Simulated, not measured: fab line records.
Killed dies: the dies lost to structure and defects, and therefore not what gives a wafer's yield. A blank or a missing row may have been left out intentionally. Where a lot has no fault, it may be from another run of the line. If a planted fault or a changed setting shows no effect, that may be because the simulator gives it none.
Which tool did it? :: flow n5_finfet :: Sampling: 10 lots, 27 wafers, 6 of 1938 route steps

WHAT THE GAUGES READ, wafer by wafer
N5_BEOL_M3_THK_MEAS_01. Usual: for M3_ILD_THK the level is 78.2 nm and the standard deviation is 1.3.
lot: L679
measured: day 7 12:23
on: film_metro-01
M3_ILD_THK (nm): 77.3 79.5 78.6
flag: 

lot: L681
measured: day 7 21:43
on: film_metro-02
M3_ILD_THK (nm): 77.7 78.6 79.1
flag: 

lot: L684
measured: day 8 10:17
on: film_metro-01
M3_ILD_THK (nm): 77.5 80.0
flag: 

lot: L685
measured: day 8 13:47
on: film_metro-01
M3_ILD_THK (nm): 78.5 78.7
flag: 

lot: L683
measured: day 8 20:33
on: film_metro-01
M3_ILD_THK (nm): 77.6 78.8
flag: 

lot: L686
measured: day 9 09:04
on: film_metro-01
M3_ILD_THK (nm): 78.1 76.2 77.6
flag: 

lot: L694
measured: day 11 06:43
on: film_metro-01
M3_ILD_THK (nm): 75.6 79.2 79.4
flag: 

lot: L697
measured: day 12 02:31
on: film_metro-02
M3_ILD_THK (nm): 78.4 77.4 80.0
flag: 

lot: L698
measured: day 12 19:29
on: film_metro-02
M3_ILD_THK (nm): 77.4 77.9 79.4
flag: 

lot: L699
measured: day 12 21:11
on: film_metro-01
M3_ILD_THK (nm): 78.2 78.2 80.3
flag: 

N5_BEOL_M3_OVL_MEAS_29. Usual: for V2_OVL the level is -0.4 nm and the standard deviation is 0.71.
lot: L679
measured: day 7 14:05
on: overlay-01
V2_OVL (nm): -2.2 -0.2 -0.4
flag: 

lot: L681
measured: day 7 23:26
on: overlay-02
V2_OVL (nm): 0.1 0.3 0.5
flag: 

lot: L684
measured: day 8 13:05
on: overlay-02
V2_OVL (nm): -0.3 0.0
flag: 

lot: L685
measured: day 8 15:37
on: overlay-02
V2_OVL (nm): 0.3 0.2
flag: 

lot: L683
measured: day 8 22:50
on: overlay-02
V2_OVL (nm): -0.8 -1.4
flag: 

lot: L686
measured: day 9 11:51
on: overlay-02
V2_OVL (nm): -1.2 -0.8 -0.7
flag: 

lot: L694
measured: day 11 08:41
on: overlay-02
V2_OVL (nm): -0.3 -1.4 -0.7
flag: 

lot: L697
measured: day 12 05:47
on: overlay-02
V2_OVL (nm): 2.8 3.0 2.4
flag: OFF

lot: L698
measured: day 12 21:50
on: overlay-01
V2_OVL (nm): 2.2 2.9 2.5
flag: OFF

lot: L699
measured: day 12 23:28
on: overlay-02
V2_OVL (nm): 0.1 0.3 0.0
flag: 

N5_BEOL_M4_RC_MEAS_101. Usual: DIBL_N 35.8 mV/V, standard deviation 2.2; DIBL_P 35.3 mV/V, standard deviation 2.7; IOFF_N 0.16 nA/um, standard deviation 0.043; IOFF_P 0.21 nA/um, standard deviation 0.043; ION_N 676 uA/um, standard deviation 15; ION_P 463 uA/um, standard deviation 9.1; SS_N 71.4 mV/dec, standard deviation 0.77; SS_P 73.0 mV/dec, standard deviation 0.79; VT_N 250 mV, standard deviation 4; VT_P -249.8 mV, standard deviation 2.8.
lot: L679
measured: day 8 17:34
on: prober-01
DIBL_N (mV/V): 33.6 35.9 35.9
DIBL_P (mV/V): 32.6 34.8 34.9
IOFF_N (nA/um): 0.11 0.14 0.14
IOFF_P (nA/um): 0.16 0.20 0.20
ION_N (uA/um): 674 674 691
ION_P (uA/um): 460 461 472
SS_N (mV/dec): 70.4 71.5 71.7
SS_P (mV/dec): 72.6 72.8 73.2
VT_N (mV): 254 252 251
VT_P (mV): -251.9 -248.7 -249.1
flag: 

lot: L681
measured: day 9 05:35
on: prober-01
DIBL_N (mV/V): 36.5 37.2 39.8
DIBL_P (mV/V): 36.3 36.8 37.5
IOFF_N (nA/um): 0.16 0.18 0.22
IOFF_P (nA/um): 0.23 0.22 0.24
ION_N (uA/um): 654 691 664
ION_P (uA/um): 450 467 453
SS_N (mV/dec): 71.3 72.1 73.1
SS_P (mV/dec): 73.1 72.9 73.7
VT_N (mV): 250 247 248
VT_P (mV): -249.0 -250.4 -246.8
flag: 

lot: L684
measured: day 9 20:19
on: prober-01
DIBL_N (mV/V): 35.9 36.5
DIBL_P (mV/V): 37.5 38.6
IOFF_N (nA/um): 0.16 0.16
IOFF_P (nA/um): 0.20 0.23
ION_N (uA/um): 672 661
ION_P (uA/um): 460 454
SS_N (mV/dec): 71.6 71.9
SS_P (mV/dec): 73.0 73.5
VT_N (mV): 249 250
VT_P (mV): -250.0 -248.3
flag: 

lot: L685
measured: day 9 21:51
on: prober-02
DIBL_N (mV/V): 32.4 36.9
DIBL_P (mV/V): 32.2 36.6
IOFF_N (nA/um): 0.11 0.18
IOFF_P (nA/um): 0.17 0.23
ION_N (uA/um): 673 680
ION_P (uA/um): 463 460
SS_N (mV/dec): 70.6 72.2
SS_P (mV/dec): 72.5 73.7
VT_N (mV): 253 248
VT_P (mV): -250.5 -249.3
flag: 

lot: L683
measured: day 10 00:14
on: prober-02
DIBL_N (mV/V): 37.4 38.7
DIBL_P (mV/V): 36.2 38.2
IOFF_N (nA/um): 0.17 0.19
IOFF_P (nA/um): 0.24 0.28
ION_N (uA/um): 681 695
ION_P (uA/um): 474 475
SS_N (mV/dec): 71.5 72.6
SS_P (mV/dec): 73.3 73.8
VT_N (mV): 251 247
VT_P (mV): -248.1 -247.4
flag: 

lot: L686
measured: day 10 15:54
on: prober-02
DIBL_N (mV/V): 37.2 38.9 35.4
DIBL_P (mV/V): 35.2 36.9 33.4
IOFF_N (nA/um): 0.17 0.19 0.13
IOFF_P (nA/um): 0.20 0.22 0.17
ION_N (uA/um): 675 687 670
ION_P (uA/um): 458 469 463
SS_N (mV/dec): 71.4 71.9 71.0
SS_P (mV/dec): 72.9 73.0 72.4
VT_N (mV): 249 250 255
VT_P (mV): -251.0 -249.8 -253.7
flag: 

lot: L694
measured: day 12 03:43
on: prober-02
DIBL_N (mV/V): 36.9 36.0 33.5
DIBL_P (mV/V): 34.9 35.5 31.8
IOFF_N (nA/um): 0.14 0.16 0.10
IOFF_P (nA/um): 0.20 0.23 0.16
ION_N (uA/um): 636 680 657
ION_P (uA/um): 451 476 460
SS_N (mV/dec): 71.3 71.0 70.1
SS_P (mV/dec): 73.2 73.0 72.1
VT_N (mV): 253 247 258
VT_P (mV): -249.9 -246.2 -248.2
flag: 

lot: L697
measured: day 13 06:09
on: prober-01
DIBL_N (mV/V): 33.9 36.2 34.3
DIBL_P (mV/V): 34.6 37.2 35.1
IOFF_N (nA/um): 0.12 0.16 0.13
IOFF_P (nA/um): 0.18 0.22 0.19
ION_N (uA/um): 672 685 685
ION_P (uA/um): 462 471 471
SS_N (mV/dec): 71.1 72.0 70.7
SS_P (mV/dec): 72.8 73.3 72.5
VT_N (mV): 251 247 251
VT_P (mV): -249.1 -249.4 -250.4
flag: 

lot: L698
measured: day 13 21:52
on: prober-01
DIBL_N (mV/V): 34.8 34.6 37.2
DIBL_P (mV/V): 32.2 30.8 34.4
IOFF_N (nA/um): 0.11 0.10 0.14
IOFF_P (nA/um): 0.18 0.16 0.21
ION_N (uA/um): 671 649 669
ION_P (uA/um): 458 457 468
SS_N (mV/dec): 71.5 71.3 71.7
SS_P (mV/dec): 72.6 72.3 73.1
VT_N (mV): 254 258 252
VT_P (mV): -251.6 -251.8 -248.4
flag: 

lot: L699
measured: day 13 22:04
on: prober-02
DIBL_N (mV/V): 33.6 34.4 37.1
DIBL_P (mV/V): 33.1 32.8 36.3
IOFF_N (nA/um): 0.12 0.14 0.17
IOFF_P (nA/um): 0.17 0.16 0.21
ION_N (uA/um): 673 679 673
ION_P (uA/um): 463 453 449
SS_N (mV/dec): 70.5 71.0 72.3
SS_P (mV/dec): 72.1 72.0 73.5
VT_N (mV): 251 252 250
VT_P (mV): -255.0 -253.8 -249.5
flag: 

WHAT TOOL EACH LOT RAN ON (gives the tool, then ch and the chambers of the sampled wafers, and finally the start)
lot: L679
N5_BEOL_M3_HM_DEP_02: pvd_sputter-03, day 7 12:47
N5_BEOL_M3_ETCH_74: rie_diel-06 ch 0,3, day 7 13:19
N5_BEOL_M3_EXPOSE_25: euv_scanner-01 ch 0, day 7 13:55

lot: L681
N5_BEOL_M3_HM_DEP_02: pvd_sputter-01, day 7 22:07
N5_BEOL_M3_ETCH_74: rie_diel-03 ch 1,2,3, day 7 22:41
N5_BEOL_M3_EXPOSE_25: euv_scanner-02 ch 0, day 7 23:16

lot: L684
N5_BEOL_M3_HM_DEP_02: pvd_sputter-03, day 8 11:47
N5_BEOL_M3_ETCH_74: rie_diel-05 ch 0,2, day 8 12:20
N5_BEOL_M3_EXPOSE_25: euv_scanner-01 ch 0, day 8 12:54

lot: L685
N5_BEOL_M3_HM_DEP_02: pvd_sputter-02, day 8 14:10
N5_BEOL_M3_ETCH_74: rie_diel-03 ch 0,3, day 8 14:51
N5_BEOL_M3_EXPOSE_25: euv_scanner-01 ch 0, day 8 15:26

lot: L683
N5_BEOL_M3_HM_DEP_02: pvd_sputter-02, day 8 21:19
N5_BEOL_M3_ETCH_74: rie_diel-03 ch 0,3, day 8 22:05
N5_BEOL_M3_EXPOSE_25: euv_scanner-01 ch 0, day 8 22:40

lot: L686
N5_BEOL_M3_HM_DEP_02: pvd_sputter-02, day 9 10:25
N5_BEOL_M3_ETCH_74: rie_diel-06 ch 0,1,3, day 9 10:57
N5_BEOL_M3_EXPOSE_25: euv_scanner-01 ch 0, day 9 11:41

lot: L694
N5_BEOL_M3_HM_DEP_02: pvd_sputter-03, day 11 07:16
N5_BEOL_M3_ETCH_74: rie_diel-03 ch 0,1,2, day 11 07:49
N5_BEOL_M3_EXPOSE_25: euv_scanner-01 ch 0, day 11 08:31

lot: L697
N5_BEOL_M3_HM_DEP_02: pvd_sputter-02, day 12 04:19
N5_BEOL_M3_ETCH_74: rie_diel-03 ch 0,1,3, day 12 04:52
N5_BEOL_M3_EXPOSE_25: euv_scanner-01 ch 0, day 12 05:37

lot: L698
N5_BEOL_M3_HM_DEP_02: pvd_sputter-02, day 12 20:33
N5_BEOL_M3_ETCH_74: rie_diel-03 ch 1,3, day 12 21:06
N5_BEOL_M3_EXPOSE_25: euv_scanner-01 ch 0, day 12 21:40

lot: L699
N5_BEOL_M3_HM_DEP_02: pvd_sputter-02, day 12 22:02
N5_BEOL_M3_ETCH_74: rie_diel-03 ch 0,1,3, day 12 22:35
N5_BEOL_M3_EXPOSE_25: euv_scanner-02 ch 0, day 12 23:18
- N5_BEOL_M3_HM_DEP_02: deposits TiN, target thk 20 nm.
- N5_BEOL_M3_ETCH_74: etches underlayer in N2/H2, target depth 6.5 nm, time 5.2 s.
- N5_BEOL_M3_EXPOSE_25: exposes mask V2, defocus 5 nm.

AS READ BY THE TOOLS THEMSELVES (means over the sampled wafers that have a number; for cases with no such wafer, the mark the record gives instead)
N5_BEOL_M3_HM_DEP_02. Usual: susceptor_temp_C 24.99 C, standard deviation 0.12; throttle_valve_pct 30.1 %, standard deviation 0.89.
lot: L679
tool: pvd_sputter-03
susceptor_temp_C (C): 24.98
throttle_valve_pct (%): 30.5
flag: 

lot: L681
tool: pvd_sputter-01
susceptor_temp_C (C): 25.03
throttle_valve_pct (%): 29.7
flag: 

lot: L684
tool: pvd_sputter-03
susceptor_temp_C (C): 24.99
throttle_valve_pct (%): 30.0
flag: 

lot: L685
tool: pvd_sputter-02
susceptor_temp_C (C): 25.14
throttle_valve_pct (%): 31.0
flag: 

lot: L683
tool: pvd_sputter-02
susceptor_temp_C (C): 25.15
throttle_valve_pct (%): 28.4
flag: 

lot: L686
tool: pvd_sputter-02
susceptor_temp_C (C): 25.05
throttle_valve_pct (%): 30.5
flag: 

lot: L694
tool: pvd_sputter-03
susceptor_temp_C (C): 24.91
throttle_valve_pct (%): 30.6
flag: 

lot: L697
tool: pvd_sputter-02
susceptor_temp_C (C): 24.91
throttle_valve_pct (%): 29.8
flag: 

lot: L698
tool: pvd_sputter-02
susceptor_temp_C (C): 24.84
throttle_valve_pct (%): 29.5
flag: 

lot: L699
tool: pvd_sputter-02
susceptor_temp_C (C): 24.95
throttle_valve_pct (%): 29.8
flag: 

N5_BEOL_M3_ETCH_74. Usual: chamber_pressure_mTorr 30.00 mTorr, standard deviation 0.039; drypump_motor_current_A 5.8 A, standard deviation 0.32; etch_rf_on_time_s 5.21 s, standard deviation 0.21; oes_product_au 0.67 a.u., standard deviation 0.07; rf_fwd_power_W 819.4 W, standard deviation 2.4; rf_vpp_V 523.0 V, standard deviation 2.6; showerhead_plenum_p_Torr 2.51 Torr, standard deviation 0.087; throttle_valve_pct 17.90 %, standard deviation 0.21.
lot: L679
tool: rie_diel-06
chamber_pressure_mTorr (mTorr): 30.00
drypump_motor_current_A (A): 5.8
etch_rf_on_time_s (s): 5.03
oes_product_au (a.u.): 0.71
rf_fwd_power_W (W): 819.9
rf_vpp_V (V): 520.5
showerhead_plenum_p_Torr (Torr): 2.45
throttle_valve_pct (%): 17.67
flag: 

lot: L681
tool: rie_diel-03
chamber_pressure_mTorr (mTorr): 30.03
drypump_motor_current_A (A): 5.9
etch_rf_on_time_s (s): 5.15
oes_product_au (a.u.): 0.64
rf_fwd_power_W (W): 819.3
rf_vpp_V (V): 522.4
showerhead_plenum_p_Torr (Torr): 2.47
throttle_valve_pct (%): 17.95
flag: 

lot: L684
tool: rie_diel-05
chamber_pressure_mTorr (mTorr): 30.01
drypump_motor_current_A (A): 5.4
etch_rf_on_time_s (s): 5.40
oes_product_au (a.u.): 0.70
rf_fwd_power_W (W): 821.2
rf_vpp_V (V): 526.2
showerhead_plenum_p_Torr (Torr): 2.56
throttle_valve_pct (%): 17.88
flag: 

lot: L685
tool: rie_diel-03
chamber_pressure_mTorr (mTorr): 30.02
drypump_motor_current_A (A): 6.1
etch_rf_on_time_s (s): 5.31
oes_product_au (a.u.): 0.71
rf_fwd_power_W (W): 816.0
rf_vpp_V (V): 522.5
showerhead_plenum_p_Torr (Torr): 2.46
throttle_valve_pct (%): 17.86
flag: 

lot: L683
tool: rie_diel-03
chamber_pressure_mTorr (mTorr): 30.04
drypump_motor_current_A (A): 6.1
etch_rf_on_time_s (s): 5.28
oes_product_au (a.u.): 0.71
rf_fwd_power_W (W): 817.9
rf_vpp_V (V): 523.0
showerhead_plenum_p_Torr (Torr): 2.46
throttle_valve_pct (%): 17.88
flag: 

lot: L686
tool: rie_diel-06
chamber_pressure_mTorr (mTorr): 30.04
drypump_motor_current_A (A): 5.7
etch_rf_on_time_s (s): 5.17
oes_product_au (a.u.): 0.68
rf_fwd_power_W (W): 820.2
rf_vpp_V (V): 520.6
showerhead_plenum_p_Torr (Torr): 2.45
throttle_valve_pct (%): 17.80
flag: 

lot: L694
tool: rie_diel-03
chamber_pressure_mTorr (mTorr): 29.98
drypump_motor_current_A (A): 6.2
etch_rf_on_time_s (s): 5.10
oes_product_au (a.u.): 0.67
rf_fwd_power_W (W): 818.9
rf_vpp_V (V): 523.5
showerhead_plenum_p_Torr (Torr): 2.48
throttle_valve_pct (%): 17.82
flag: 

lot: L697
tool: rie_diel-03
chamber_pressure_mTorr (mTorr): 29.99
drypump_motor_current_A (A): 6.0
etch_rf_on_time_s (s): 5.22
oes_product_au (a.u.): 0.67
rf_fwd_power_W (W): 817.9
rf_vpp_V (V): 521.8
showerhead_plenum_p_Torr (Torr): 2.48
throttle_valve_pct (%): 17.95
flag: 

lot: L698
tool: rie_diel-03
chamber_pressure_mTorr (mTorr): 29.97
drypump_motor_current_A (A): 5.9
etch_rf_on_time_s (s): 5.16
oes_product_au (a.u.): 0.63
rf_fwd_power_W (W): 821.0
rf_vpp_V (V): 522.9
showerhead_plenum_p_Torr (Torr): 2.51
throttle_valve_pct (%): 18.08
flag: 

lot: L699
tool: rie_diel-03
chamber_pressure_mTorr (mTorr): 29.97
drypump_motor_current_A (A): 6.0
etch_rf_on_time_s (s): 5.24
oes_product_au (a.u.): 0.66
rf_fwd_power_W (W): 819.2
rf_vpp_V (V): 522.0
showerhead_plenum_p_Torr (Torr): 2.48
throttle_valve_pct (%): 17.96
flag: 

THE ANSWER, worked out from the rows above alone
Rule: a lot is off if the mean of its wafers that have a number lies more than 3 standard deviations from the usual mean. Also off: a lot with no number at a reading for which 4 or more lots have one. The other lots that the step has rows for count as sound. The gauges are gone through in route order, then the tools' own readings, and for those a lot's mean is taken as printed above. At the first step where some lot is off, the reading lying furthest off is the one used; lots without a number count as furthest.
Off: L697, L698, seen at N5_BEOL_M3_OVL_MEAS_29 (V2_OVL).
If a tool, at a process step before that reading, ran all the lots that are off and no sound lot after the first of them, it fits. The gauges at N5_BEOL_M3_OVL_MEAS_29 are tried like those tools. One candidate fits, namely euv_scanner-01 at N5_BEOL_M3_EXPOSE_25. A fault onset in the window from L694 (day 11 08:31, its last sound lot) to L697 (day 12 05:37, its first lot off) fits.

WHAT THE SIMULATOR PUT IN
Scanner matching overlay: euv_scanner-01, from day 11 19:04 on, at N5_BEOL_M3_EXPOSE_25. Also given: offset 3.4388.
Shown lots that were struck: L697, L698. The rule above found the same.
